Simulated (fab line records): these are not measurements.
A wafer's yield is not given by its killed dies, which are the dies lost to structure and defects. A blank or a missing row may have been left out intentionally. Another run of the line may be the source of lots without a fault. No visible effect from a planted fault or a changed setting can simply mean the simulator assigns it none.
fab line records    flow n5_finfet
[record] lots = 6  wafers = 18  last_day = 17
route steps=1938 shown ZERO_LAYER@12 WELL_APT@20 BEOL_M4@1111
lots untouched by any fault: they come from a run of this same line in which no faults occurred
start_h: hours from the record's opening day to when the first of the lot's shown wafers began    wait_h: how many hours have passed since the lot's step before this one    " same as the row above    L1.1+2: several wafers, shown together as one row    - either no value or no given start    * or withheld: withheld    < > ~ a bound
route shown NAME@n: a module of which the file shows steps, and the number in the route of the first    usual: the fault-free wafers' mean and standard deviation    same: alike in all rows    chamber/n: place in a boat    sites: per-site readings    _std_site: the values' standard deviation    _edge_site: mean of outer sites minus mean of inner sites    radius_mm: for every site, how far away it sits from the centre of the wafer    mask NAME#n: copy n    behind: the most recent tool/chamber to have shaped the wafer    hold: cause of the lot's hold/its duration in hours/its outcome    device: the n, p or np transistor that did not switch    end of line: at the end of the route, the tests of the same wafers    where a step has no rows: the recipe by itself    killed: the dies lost at the first sort to structure and to defects; this is not the yield of the wafer    map: a wafer's dies, x killed, . not, _ none there
set.NAME: setting as actually run; set.NAME@STEP: the setting as run at that earlier step    model.NAME: the simulator's own value behind a step, which no gauge read
certain route steps with their lots: each step a table, each wafer a row
services: when a tool's chamber went out of use (start_h, in hours from the record's first day, below 0 if earlier), for how many hours, and the reason
[[steps]]
[step N5_ZERO_LAYER_HARDBAKE_23]
[recipe] temp_c = 130  time_s = 120
[step N5_ZERO_LAYER_CD_MEAS_11]
[recipe] target_cd_nm = 2000  landing_energy_ev = 500  detector = se_inlens
[usual] cd_nm = 2000.0/1.4
lot.wafer  tool       chamber  start_h  wait_h  cd_nm
L824.1     cd_sem-01  0        12.64    -       2000.5
L824.2     "          0        "        "       2001.1
L824.6     "          0        "        "       2001.1
L829.1     cd_sem-02  0        42.78    -       1999.8
L829.3     "          0        "        "       1998.5
L829.5     "          0        "        "       1999.1
L837.3     cd_sem-02  0        90.64    -       2000.0
L837.4     "          0        "        "       1999.4
L837.6     "          0        "        "       1998.2
L838.1     cd_sem-03  0        96.77    -       1999.5
L838.3     "          0        "        "       2001.6
L838.6     "          0        "        "       2000.9
L843.1     cd_sem-01  0        126.64   -       2000.6
L843.2     "          0        "        "       2000.9
L843.4     "          0        "        "       2001.6
L844.3     cd_sem-03  0        132.77   -       1999.0
L844.4     "          0        "        "       1998.3
L844.5     "          0        "        "       2000.3
[step N5_ZERO_LAYER_DESCUM_16]
[recipe] chemistry = O2  time_s = 7.9  source_power_w = 50  bias_power_w = 20  pressure_mtorr = 20  rf_frequency_hz = 2.712e+07  temp_c = 40  o2_flow_sccm = 225
[usual] drypump_motor_current_A = 5.6/0.32  oes_product_au = 0.78/0.091  rf_vpp_V = 243.2/1.4  showerhead_plenum_p_Torr = 2.10/0.068  throttle_valve_pct = 20.36/0.25
lot.wafer  tool         chamber  start_h  wait_h  drypump_motor_current_A  oes_product_au  rf_hours_counter_h  rf_vpp_V  showerhead_plenum_p_Torr  throttle_valve_pct
L824.1     rie_diel-01  3        12.68    0.0     5.3                      0.71            190                 242.9     2.08                      20.41
L824.2     "            0        "        "       5.9                      0.92            10                  243.3     2.14                      19.97
L824.6     "            3        "        "       5.3                      0.71            -                   244.3     2.08                      20.42
L829.1     rie_diel-01  3        42.82    0.0     5.3                      0.70            203                 242.9     2.08                      20.43
L829.3     "            1        "        "       5.8                      0.75            173                 243.2     2.09                      20.79
L829.5     "            2        "        "       5.4                      0.97            -                   241.5     2.05                      19.84
L837.3     rie_diel-04  3        90.68    0.0     5.2                      0.69            233                 240.9     1.98                      20.33
L837.4     "            0        "        "       4.9                      0.75            173                 245.6     2.18                      20.42
L837.6     "            3        "        "       5.2                      0.69            -                   241.2     1.98                      20.32
L838.1     rie_diel-04  3        97.48    0.7     5.2                      0.68            235                 240.5     1.98                      20.35
L838.3     "            2        "        "       5.4                      0.78            143                 244.2     2.19                      20.37
L838.6     "            0        "        "       4.9                      0.74            -                   244.4     2.18                      20.42
L843.1     rie_diel-04  2        126.68   0.0     5.5                      0.78            153                 244.0     2.18                      20.39
L843.2     "            0        "        "       4.9                      0.74            185                 244.3     2.17                      20.42
L843.4     "            1        "        "       5.2                      0.88            50                  242.1     2.04                      20.50
L844.3     rie_diel-02  0        132.80   0.0     5.8                      0.72            199                 243.7     2.16                      20.51
L844.4     "            3        "        "       5.9                      0.72            -                   246.1     2.16                      20.50
L844.5     "            2        "        "       6.0                      0.76            -                   242.2     2.00                      20.30
[step N5_ZERO_LAYER_ETCH_17]
[recipe] chemistry = CF4  target = SiO2  target_depth_a = 120  time_s = 13.3  ion_energy_ev = 350  pressure_mtorr = 40  source_w = 450  bias_w = 215  Ar_flow_sccm = 100  cf4_flow_sccm = 100
[usual] drypump_motor_current_A = 5.6/0.32  oes_product_au = 0.78/0.092  rf_vpp_V = 949/4.2  showerhead_plenum_p_Torr = 2.15/0.064  throttle_valve_pct = 15.61/0.24
lot.wafer  tool         chamber  start_h  wait_h  drypump_motor_current_A  oes_product_au  rf_hours_counter_h  rf_vpp_V  showerhead_plenum_p_Torr  throttle_valve_pct
L824.1     rie_diel-01  3        12.71    0.0     5.3                      0.70            190                 947       2.13                      15.64
L824.2     "            0        "        "       5.8                      0.93            10                  951       2.19                      15.18
L824.6     "            3        "        "       5.3                      0.71            -                   949       2.13                      15.66
L829.1     rie_diel-01  3        42.86    0.0     5.3                      0.69            203                 948       2.12                      15.66
L829.3     "            1        "        "       5.8                      0.75            173                 948       2.14                      15.98
L829.5     "            2        "        "       5.4                      0.97            -                   946       2.11                      15.14
L837.3     rie_diel-04  3        90.71    0.0     5.2                      0.69            233                 943       2.03                      15.66
L837.4     "            0        "        "       4.9                      0.75            173                 954       2.22                      15.70
L837.6     "            3        "        "       5.2                      0.68            -                   941       2.04                      15.67
L838.1     rie_diel-04  3        97.52    0.0     5.2                      0.68            235                 942       2.03                      15.67
L838.3     "            2        "        "       5.5                      0.79            143                 954       2.23                      15.60
L838.6     "            0        "        "       4.9                      0.75            -                   954       2.22                      15.71
L843.1     rie_diel-04  2        126.71   0.0     5.5                      0.78            153                 953       2.23                      15.62
L843.2     "            0        "        "       4.9                      0.74            185                 952       2.22                      15.72
L843.4     "            1        "        "       5.2                      0.89            50                  945       2.09                      15.65
L844.3     rie_diel-02  0        132.84   0.0     5.8                      0.72            199                 952       2.21                      15.75
L844.4     "            3        "        "       5.9                      0.72            -                   951       2.20                      15.71
L844.5     "            2        "        "       6.0                      0.76            -                   943       2.06                      15.55
[step N5_ZERO_LAYER_ETCH_18]
[recipe] chemistry = HBr/Cl2  target = Si  target_depth_a = 1200  time_s = 40  pressure_mtorr = 10  icp_w = 800  bias_w = 75  HBr_flow_sccm = 150  Cl2_flow_sccm = 80
[usual] drypump_motor_current_A = 5.5/0.54  oes_product_au = 0.996/0.012  throttle_valve_pct = 36.45/0.2
lot.wafer  tool       chamber  start_h  wait_h  drypump_motor_current_A  oes_product_au  rf_hours_counter_h  throttle_valve_pct
L824.1     rie_si-01  0        12.79    0.0     4.9                      0.978           46                  36.25
L824.2     "          1        "        "       6.4                      1.026           2                   36.53
L824.6     "          2        "        "       5.5                      0.991           -                   36.74
L829.1     rie_si-01  2        42.93    0.0     5.5                      0.985           68                  36.74
L829.3     "          3        "        "       4.9                      0.990           8                   36.40
L829.5     "          3        "        "       4.9                      0.999           -                   36.37
L837.3     rie_si-06  1        90.79    0.0     5.1                      1.005           155                 36.11
L837.4     "          0        "        "       4.9                      0.996           100                 36.52
L837.6     "          3        "        "       5.5                      1.001           -                   36.43
L838.1     rie_si-06  0        97.59    0.0     4.9                      1.001           100                 36.52
L838.3     "          3        "        "       5.5                      0.996           21                  36.40
L838.6     "          2        "        "       5.7                      0.989           -                   36.28
L843.1     rie_si-01  0        126.80   0.1     4.9                      0.980           48                  36.22
L843.2     "          3        "        "       4.9                      0.992           9                   36.39
L843.4     "          1        "        "       6.4                      1.019           4                   36.53
L844.3     rie_si-01  0        132.91   0.0     4.9                      0.985           48                  36.22
L844.4     "          1        "        "       6.4                      1.011           4                   36.53
L844.5     "          0        "        "       4.9                      0.983           -                   36.23
[step N5_ZERO_LAYER_STRIP_24]
[recipe] chemistry = O2  power_w = 1000  temp_c = 250  overash_fraction = 0.3  pressure_mtorr = 1000  o2_flow_sccm = 6750
[usual] drypump_motor_current_A = 5.94/0.28  heater_power_w = 327/36  oes_product_au = 0.647/0.0046  strip_time_to_endpoint_s = 43.87/0.088
lot.wafer  tool             chamber  start_h  wait_h  drypump_motor_current_A  heater_power_w  oes_product_au  rf_hours_counter_h  strip_time_to_endpoint_s
L824.1     plasma_asher-01  1        12.89    0.1     5.78                     307             0.644           26                  43.84
L824.2     "                0        "        "       5.65                     314             0.648           26                  43.87
L824.6     "                1        "        "       5.74                     304             0.645           -                   43.88
L829.1     plasma_asher-02  0        43.03    0.1     5.91                     298             0.650           78                  43.94
L829.3     "                1        "        "       6.41                     378             0.645           -                   43.89
L829.5     "                0        "        "       5.89                     302             0.645           -                   43.91
L837.3     plasma_asher-01  1        90.91    0.1     5.76                     308             0.649           -                   43.77
L837.4     "                0        "        "       5.65                     312             0.652           -                   43.75
L837.6     "                1        "        "       5.73                     309             0.641           -                   43.76
L838.1     plasma_asher-01  0        97.69    0.1     5.67                     308             0.657           42                  43.80
L838.3     "                0        "        "       5.65                     310             0.643           -                   43.92
L838.6     "                1        "        "       5.77                     315             0.653           -                   43.93
L843.1     plasma_asher-01  1        126.90   0.1     5.75                     303             0.655           47                  43.91
L843.2     "                0        "        "       5.64                     310             0.648           47                  43.92
L843.4     "                1        "        "       5.78                     302             0.645           -                   43.88
L844.3     plasma_asher-01  1        133.04   0.1     5.75                     310             0.649           -                   44.01
L844.4     "                0        "        "       5.66                     311             0.652           -                   44.04
L844.5     "                0        "        "       5.66                     310             0.637           -                   44.09
[step N5_ZERO_LAYER_STRIP_19]
[recipe] chemistry = SPM  time_s = 900  temp_c = 130  h2so4_h2o2_vol_ratio = 4  dry = ipa_marangoni
[step N5_ZERO_LAYER_INSPECT_20]
[recipe] inspect_instrument = darkfield  mode = post_clean
[usual] raw_defect_count = 35/14
lot.wafer  tool               chamber  start_h  wait_h  raw_defect_count
L824.1     defect_inspect-02  -        13.25    0.0     36
L824.2     "                  -        "        "       36
L824.6     "                  -        "        "       38
L829.1     defect_inspect-01  -        43.42    0.0     61
L829.3     "                  -        "        "       34
L829.5     "                  -        "        "       24
L837.3     defect_inspect-02  -        91.25    0.0     62
L837.4     "                  -        "        "       43
L837.6     "                  -        "        "       29
L838.1     defect_inspect-02  -        98.06    0.0     53
L838.3     "                  -        "        "       43
L838.6     "                  -        "        "       52
L843.1     defect_inspect-02  -        127.26   0.0     19
L843.2     "                  -        "        "       10
L843.4     "                  -        "        "       42
L844.3     defect_inspect-02  -        133.38   0.0     62
L844.4     "                  -        "        "       50
L844.5     "                  -        "        "       38
[step N5_WELL_APT_HMDS_01]
[recipe] time_s = 60  temp_c = 120
[step N5_WELL_APT_COAT_02]
[recipe] spin_rpm = 1357  resist_thk_nm = 950
[step N5_WELL_APT_EBR_04]
[recipe] solvent = PGMEA  ebr_width_mm = 1.5
[step N5_WELL_APT_SOFTBAKE_03]
[recipe] temp_c = 130  time_s = 60
[step N5_WELL_APT_EXPOSE_05]
[recipe] mask_id = NWELL  na = 0.8  source_shape = conventional  sigma_outer = 0.8  polarization = unpolarized  defocus_nm = 0  target_cd_nm = 200  dose_mj = 20.3
[usual] exposure_dose_mJ_cm2 = 20.283/0.02  stage_vel_mm_s = 499.99/0.25
lot.wafer  tool            chamber  start_h  wait_h  mask     exposure_dose_mJ_cm2  stage_vel_mm_s
L824.1     krf_scanner-02  0        13.38    -       NWELL#0  20.291                499.78
L824.2     "               0        "        "       NWELL#0  20.296                499.61
L824.6     "               0        "        "       NWELL#0  20.270                499.88
L829.1     krf_scanner-02  0        43.55    -       NWELL#0  20.289                500.28
L829.3     "               0        "        "       NWELL#0  20.266                500.33
L829.5     "               0        "        "       NWELL#0  20.259                500.43
L837.3     krf_scanner-02  0        91.52    -       NWELL#0  20.964                499.54
L837.4     "               0        "        "       NWELL#0  20.993                499.59
L837.6     "               0        "        "       NWELL#0  20.980                499.84
L838.1     krf_scanner-02  0        98.19    -       NWELL#0  20.809                500.04
L838.3     "               0        "        "       NWELL#0  20.842                499.53
L838.6     "               0        "        "       NWELL#0  20.796                500.07
L843.1     krf_scanner-01  0        127.39   -       NWELL#0  20.250                499.53
L843.2     "               0        "        "       NWELL#0  20.287                500.01
L843.4     "               0        "        "       NWELL#0  20.273                499.63
L844.3     krf_scanner-01  0        133.52   -       NWELL#0  20.292                500.25
L844.4     "               0        "        "       NWELL#0  20.260                500.06
L844.5     "               0        "        "       NWELL#0  20.279                500.32
[step N5_WELL_APT_PEB_06]
[recipe] peb_temp_c = 130  peb_time_s = 90
[step N5_WELL_APT_DEVELOP_07]
[recipe] develop_time_s = 45  rinse_liquid = surfactant_rinse  dry = air_spin  dev_temp_c = 21
[step N5_WELL_APT_HARDBAKE_12]
[recipe] temp_c = 130  time_s = 120
[step N5_WELL_APT_CD_MEAS_08]
[recipe] target_cd_nm = 200  landing_energy_ev = 500  detector = se_inlens
[usual] cd_nm = 200.1/1.4
lot.wafer  tool       chamber  start_h  wait_h  cd_nm
L824.1     cd_sem-03  0        13.56    -       201.1
L824.2     "          0        "        "       200.1
L824.6     "          0        "        "       199.9
L829.1     cd_sem-01  0        43.72    -       199.3
L829.3     "          0        "        "       198.9
L829.5     "          0        "        "       200.3
L837.3     cd_sem-01  0        91.68    -       204.7
L837.4     "          0        "        "       203.2
L837.6     "          0        "        "       204.2
L838.1     cd_sem-02  0        98.36    -       202.1
L838.3     "          0        "        "       204.8
L838.6     "          0        "        "       202.5
L843.1     cd_sem-03  0        127.56   -       200.7
L843.2     "          0        "        "       200.7
L843.4     "          0        "        "       201.2
L844.3     cd_sem-02  0        133.68   -       197.9
L844.4     "          0        "        "       199.2
L844.5     "          0        "        "       201.0
[step N5_WELL_APT_OVL_MEAS_09]
[recipe] points_per_wafer = 44
[usual] NWELL_OVL = -2/5.9
[same] points_per_wafer = 44
lot.wafer  tool        chamber  start_h  wait_h  NWELL_OVL[nm]
L824.1     overlay-02  0        13.59    0.0     -8
L824.2     "           0        "        "       -4
L824.6     "           0        "        "       -4
L829.1     overlay-01  0        43.75    0.0     -5
L829.3     "           0        "        "       -1
L829.5     "           0        "        "       -4
L837.3     overlay-01  0        91.71    0.0     -10
L837.4     "           0        "        "       -1
L837.6     "           0        "        "       -8
L838.1     overlay-01  0        98.39    0.0     -7
L838.3     "           0        "        "       -10
L838.6     "           0        "        "       -7
L843.1     overlay-02  0        127.59   0.0     1
L843.2     "           0        "        "       3
L843.4     "           0        "        "       -3
L844.3     overlay-01  0        133.71   0.0     4
L844.4     "           0        "        "       -5
L844.5     "           0        "        "       10
[step N5_WELL_APT_INSPECT_10]
[recipe] mode = adi  inspect_instrument = macro
[usual] raw_defect_count = 2.3/1.6
lot.wafer  tool               chamber  start_h  wait_h  raw_defect_count
L824.1     defect_inspect-02  -        13.61    0.0     0
L824.2     "                  -        "        "       2
L824.6     "                  -        "        "       1
L829.1     defect_inspect-02  -        43.78    0.0     3
L829.3     "                  -        "        "       2
L829.5     "                  -        "        "       2
L837.3     defect_inspect-02  -        91.74    0.0     3
L837.4     "                  -        "        "       1
L837.6     "                  -        "        "       3
L838.1     defect_inspect-02  -        98.41    0.0     1
L838.3     "                  -        "        "       4
L838.6     "                  -        "        "       5
L843.1     defect_inspect-01  -        127.62   0.0     2
L843.2     "                  -        "        "       2
L843.4     "                  -        "        "       2
L844.3     defect_inspect-02  -        133.74   0.0     1
L844.4     "                  -        "        "       2
L844.5     "                  -        "        "       1
[step N5_WELL_APT_DESCUM_13]
[recipe] chemistry = O2  time_s = 7.9  source_power_w = 50  bias_power_w = 20  pressure_mtorr = 20  rf_frequency_hz = 2.712e+07  temp_c = 40  o2_flow_sccm = 225
[usual] drypump_motor_current_A = 5.9/0.36  oes_product_au = 0.74/0.062  rf_vpp_V = 242.2/1.5  showerhead_plenum_p_Torr = 2.04/0.08  throttle_valve_pct = 20.51/0.23
lot.wafer  tool         chamber  start_h  wait_h  drypump_motor_current_A  oes_product_au  rf_hours_counter_h  rf_vpp_V  showerhead_plenum_p_Torr  throttle_valve_pct  model.WELL_APT.cd_nm
L824.1     rie_diel-06  1        13.64    0.0     5.3                      0.70            226                 242.4     1.98                      20.52               201.1
L824.2     "            3        "        "       6.4                      0.71            206                 242.2     2.08                      20.51               200.4
L824.6     "            0        "        "       5.8                      0.90            -                   242.6     2.05                      20.20               199.5
L829.1     rie_diel-06  0        43.81    0.0     5.8                      0.88            46                  241.2     2.04                      20.23               199.4
L829.3     "            3        "        "       6.4                      0.71            216                 243.3     2.07                      20.54               199.3
L829.5     "            3        "        "       6.4                      0.71            -                   241.8     2.07                      20.55               200.7
L837.3     rie_diel-06  0        91.77    0.0     5.8                      0.87            63                  241.8     2.04                      20.26               204.7
L837.4     "            3        "        "       6.4                      0.70            -                   241.3     2.07                      20.56               203.2
L837.6     "            2        "        "       6.3                      0.71            -                   243.3     2.08                      20.54               204.4
L838.1     rie_diel-06  3        98.45    0.0     6.4                      0.70            235                 242.5     2.07                      20.56               202.2
L838.3     "            0        "        "       5.8                      0.86            66                  242.4     2.04                      20.23               204.4
L838.6     "            0        "        "       5.8                      0.86            -                   241.6     2.04                      20.26               202.3
L843.1     rie_diel-03  0        128.78   1.2     5.6                      0.71            201                 243.1     2.08                      20.35               200.5
L843.2     "            3        "        "       6.1                      0.79            92                  245.8     2.20                      20.60               200.2
L843.4     "            2        "        "       6.1                      0.77            148                 240.1     1.93                      20.63               201.4
L844.3     rie_diel-03  2        133.90   0.2     6.2                      0.76            150                 241.6     1.93                      20.63               197.9
L844.4     "            0        "        "       5.6                      0.71            203                 241.5     2.08                      20.35               199.2
L844.5     "            1        "        "       5.9                      0.67            -                   243.6     2.14                      20.92               201.2
[step N5_WELL_APT_IMPLANT_14]
[recipe] species = P  energy_kev = 160  dose_cm2 = 1.5e+13  tilt_deg = 0  rotation_deg = 0
[step N5_BEOL_M4_RC_MEAS_101]
[usual] DIBL_N = 35.9/1.3  DIBL_P = 36.3/1.5  IOFF_N = 0.153/0.023  IOFF_P = 0.208/0.028  ION_N = 672/9.7  ION_P = 462/6.6  SS_N = 71.5/0.53  SS_P = 73.3/0.59  VT_N = 250.4/2.7  VT_P = -250.5/3
lot.wafer  tool       chamber  start_h  wait_h  DIBL_N[mV/V]  DIBL_P[mV/V]  IOFF_N[nA/um]  IOFF_P[nA/um]  ION_N[uA/um]  ION_P[uA/um]  SS_N[mV/dec]  SS_P[mV/dec]  VT_N[mV]  VT_P[mV]
L824.1     prober-02  0        168.53   0.0     37.6          37.8          0.175          0.210          679           461           72.5          73.6          250.4     -252.5
L824.2     "          0        "        "       35.6          35.2          0.138          0.171          665           453           71.6          72.5          253.6     -256.7
L824.6     "          0        "        "       35.8          35.7          0.143          0.176          680           459           70.7          72.7          250.8     -255.9
L829.1     prober-02  0        211.49   0.0     33.8          35.3          0.121          0.177          653           452           70.8          72.7          253.2     -252.9
L829.3     "          0        "        "       36.0          38.1          0.162          0.213          673           461           71.6          73.9          250.8     -253.0
L829.5     "          0        "        "       34.1          35.3          0.120          0.177          646           456           70.9          72.1          255.5     -252.9
L838.1     prober-02  0        268.47   0.0     36.7          38.0          0.191          0.263          675           471           72.1          73.4          244.6     -242.8
L838.3     "          0        "        "       36.0          36.3          0.167          0.226          677           466           72.0          72.5          249.2     -247.6
L838.6     "          0        "        "       35.8          36.3          0.155          0.229          663           459           71.7          72.9          249.6     -249.3
L837.3     prober-02  0        275.10   0.3     35.8          36.4          0.141          0.198          665           460           72.2          73.2          250.4     -249.7
L837.4     "          0        "        "       36.5          36.8          0.147          0.204          666           458           71.8          73.8          251.5     -252.5
L837.6     "          0        "        "       37.0          37.2          0.146          0.203          671           460           71.6          72.7          252.6     -251.7
L843.1     prober-01  0        303.11   0.5     33.3          34.4          0.129          0.212          668           473           70.7          73.2          252.3     -250.3
L843.2     "          0        "        "       34.7          36.0          0.153          0.238          674           464           71.0          74.1          249.5     -247.3
L843.4     "          0        "        "       33.8          34.3          0.130          0.206          659           463           70.7          72.8          253.6     -248.2
L844.3     prober-01  0        309.51   0.3     36.2          37.9          0.171          0.215          677           460           71.5          73.1          247.6     -252.2
L844.4     "          0        "        "       37.3          39.3          0.205          0.246          695           468           72.1          74.6          245.8     -247.5
L844.5     "          0        "        "       32.8          34.5          0.116          0.166          664           454           70.9          72.5          256.3     -254.4
[[services]]
tool            chamber  start_h  hours  kind
rie_diel-02     -        -9.72    13.6   repair
krf_scanner-02  -        -7.92    0.8    pm
krf_scanner-02  -        -0.85    1.3    pm
rie_si-06       3        24.06    5.7    repair
rie_diel-03     1        31.15    8.8    repair
rie_diel-02     -        35.76    2.0    repair
krf_scanner-01  -        39.74    1.0    pm
krf_scanner-01  -        41.04    0.8    pm
rie_si-01       0        47.97    5.0    repair
rie_diel-04     0        49.89    8.4    repair
rie_diel-02     1        50.78    2.9    repair
rie_diel-03     3        54.33    32.3   repair
krf_scanner-02  -        59.46    1.0    pm
krf_scanner-02  -        64.37    0.2    repair
krf_scanner-01  -        69.24    4.4    pm
krf_scanner-01  -        85.90    1.7    repair
krf_scanner-01  -        91.66    1.9    repair
rie_diel-01     1        93.05    9.4    repair
rie_diel-02     -        94.98    2.8    pm
rie_diel-02     3        98.87    7.9    repair
krf_scanner-01  -        99.13    3.1    repair
rie_diel-04     -        128.58   28.1   pm
krf_scanner-02  -        131.65   0.4    repair
rie_diel-06     0        131.83   6.3    repair
[[key]]
[first_sign] step = N5_WELL_APT_EXPOSE_05  reading = exposure_dose_mJ_cm2  direction = up  sigmas = 31  usual = 20.283  struck = 20.897
[effect] step = N5_WELL_APT_CD_MEAS_08  reading = cd_nm  direction = up  sigmas = 2.6  usual = 200.1  struck = 203.6  through = control_loop
[model_effect] step = N5_WELL_APT_DESCUM_13  value = WELL_APT.cd_nm  without = 198.8  struck = 203.5
met_at N5_WELL_APT_EXPOSE_05
struck_wafers L837.3,L837.4,L837.6,L838.1,L838.3,L838.6
[loop_trim] step = N5_WELL_APT_EXPOSE_05  setting = dose  lots = L838
onset_between 43.55 91.52
[fault] kind = process_parameter_drift  tool = krf_scanner-02  chamber = -  onset_h = 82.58  steps = N5_WELL_APT_EXPOSE_05  channel = dose_mj  offset = 0.6746  shape = step  acts_in = these_recipes_only  stated = 20.3
// loop_trim: a control loop set the setting to another value than it would have without faults
